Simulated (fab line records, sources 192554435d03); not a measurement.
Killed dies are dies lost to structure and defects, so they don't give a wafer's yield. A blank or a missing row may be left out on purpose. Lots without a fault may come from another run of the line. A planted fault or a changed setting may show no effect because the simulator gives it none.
Split-lot experiment | flow n5_finfet | 7 lots, 39 wafers read, on a route of 1938 steps

THE SPLIT
At N5_MOL_CONTACT_COAG_IMPLANT_129, the setting energy_kev was moved away from the recipe's 3 on 18 of the 39 wafers read, by -26.1% to +27.5%. The other wafers ran this setting at the recipe's value.

The reading is taken at the split's own step.

THE READING
implant.drp_nm (the simulator's own value, which no gauge read), in nm, at N5_MOL_CONTACT_COAG_IMPLANT_129. The file gives no usual value for it.

wafer  | tool, chamber at the split | energy_kev as run | against the recipe | implant.drp_nm, nm | against lot-mates on the recipe
L076.1 | implanter-01, 0            | 3                 | recipe             | 2.134              | -
L076.2 | implanter-01, 0            | 3                 | recipe             | 2.134              | -
L076.5 | implanter-01, 0            | 3                 | recipe             | 2.134              | -
L076.3 | implanter-01, 0            | 3.678             | +22.6%             | 2.422              | +0.288
L076.4 | implanter-01, 0            | 3.678             | +22.6%             | 2.422              | +0.288
L076.6 | implanter-01, 0            | 3.678             | +22.6%             | 2.422              | +0.288
L078.1 | implanter-02, 0            | 3                 | recipe             | 2.134              | -
L078.5 | implanter-02, 0            | 3                 | recipe             | 2.134              | -
L078.6 | implanter-02, 0            | 3                 | recipe             | 2.134              | -
L078.2 | implanter-02, 0            | 3.567             | +18.9%             | 2.376              | +0.242
L078.3 | implanter-02, 0            | 3.567             | +18.9%             | 2.376              | +0.242
L078.4 | implanter-02, 0            | 3.567             | +18.9%             | 2.376              | +0.242
L079.3 | implanter-02, 0            | 3                 | recipe             | 2.134              | -
L079.4 | implanter-02, 0            | 3                 | recipe             | 2.134              | -
L079.5 | implanter-02, 0            | 3                 | recipe             | 2.134              | -
L082.1 | implanter-02, 0            | 3                 | recipe             | 2.134              | -
L082.3 | implanter-02, 0            | 3                 | recipe             | 2.134              | -
L082.5 | implanter-02, 0            | 3                 | recipe             | 2.134              | -
L082.2 | implanter-02, 0            | 2.216             | -26.1%             | 1.77               | -0.364
L082.4 | implanter-02, 0            | 2.216             | -26.1%             | 1.77               | -0.364
L082.6 | implanter-02, 0            | 2.216             | -26.1%             | 1.77               | -0.364
L083.1 | implanter-02, 0            | 3.825             | +27.5%             | 2.482              | +0.348
L083.2 | implanter-02, 0            | 3.825             | +27.5%             | 2.482              | +0.348
L083.5 | implanter-02, 0            | 3.825             | +27.5%             | 2.482              | +0.348
L083.3 | implanter-02, 0            | 3                 | recipe             | 2.134              | -
L083.4 | implanter-02, 0            | 3                 | recipe             | 2.134              | -
L083.6 | implanter-02, 0            | 3                 | recipe             | 2.134              | -
L084.1 | implanter-01, 0            | 3                 | recipe             | 2.134              | -
L084.4 | implanter-01, 0            | 3                 | recipe             | 2.134              | -
L084.5 | implanter-01, 0            | 3                 | recipe             | 2.134              | -
L084.2 | implanter-01, 0            | 2.358             | -21.4%             | 1.839              | -0.295
L084.3 | implanter-01, 0            | 2.358             | -21.4%             | 1.839              | -0.295
L084.6 | implanter-01, 0            | 2.358             | -21.4%             | 1.839              | -0.295
L090.1 | implanter-01, 0            | 3                 | recipe             | 2.134              | -
L090.4 | implanter-01, 0            | 3                 | recipe             | 2.134              | -
L090.5 | implanter-01, 0            | 3                 | recipe             | 2.134              | -
L090.2 | implanter-01, 0            | 3.764             | +25.5%             | 2.457              | +0.323
L090.3 | implanter-01, 0            | 3.764             | +25.5%             | 2.457              | +0.323
L090.6 | implanter-01, 0            | 3.764             | +25.5%             | 2.457              | +0.323

THE FIT
A straight line over all 39 wafers: implant.drp_nm changes by +0.0132 nm for each +1% of energy_kev; r = +1.00; the points scatter about the line by 0.0071 nm.
The same after taking each lot's own level away (the mean of its wafers on the recipe; 39 wafers): +0.0132 nm for each +1%; r = +1.00; scatter 0.0071 nm.
On that fit, the largest move of energy_kev shifts the reading by 0.36 nm.
The lots' own levels span 2.1340 to 2.1340 nm.
So the lot-to-lot level changes the slope little: the two slopes agree.
Check: with one of the wafers moved furthest among these (+27.5%) left out of the fit, the line predicts +0.357 nm for it against its lot-mates. It came out at +0.348 nm against them.

OTHER SPLITS ON THESE WAFERS
These wafers also went through other splits before the reading. Each is held against what the fit with the lots' levels taken away leaves over:
other split on the same wafers       | wafers away from the commonest value | r with implant.drp_nm (lot level and that fit taken away)
N5_FIN_CUT_CUT_ETCH_26 time_s        | 15                                   | +0.28
N5_DUMMY_GATE_HM_DEP_06 target_thk_a | 24                                   | +0.07
N5_DUMMY_GATE_ETCH_32 time_s         | 15                                   | +0.27
N5_DUMMY_GATE_ETCH_42 bias_w         | 15                                   | -0.05
N5_GATE_CUT_ETCH_58 time_s           | 12                                   | +0.02

THE WHOLE CHAIN: every reading that the file lists as answering this split, in the file's order
step                            | what it does | reading                                                         | change (the file's fit)                | r (the file's)
N5_MOL_CONTACT_COAG_IMPLANT_129 |              | implant.rp_nm (the simulator's own value, which no gauge read)  | +0.0338 nm for each +1% of the setting | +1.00
N5_MOL_CONTACT_COAG_IMPLANT_129 |              | implant.drp_nm (the simulator's own value, which no gauge read) | +0.0131 nm for each +1% of the setting | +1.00

THE FILE'S OWN FIT
implant.drp_nm changes by +0.0131 nm for each +1% of energy_kev, r = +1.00.
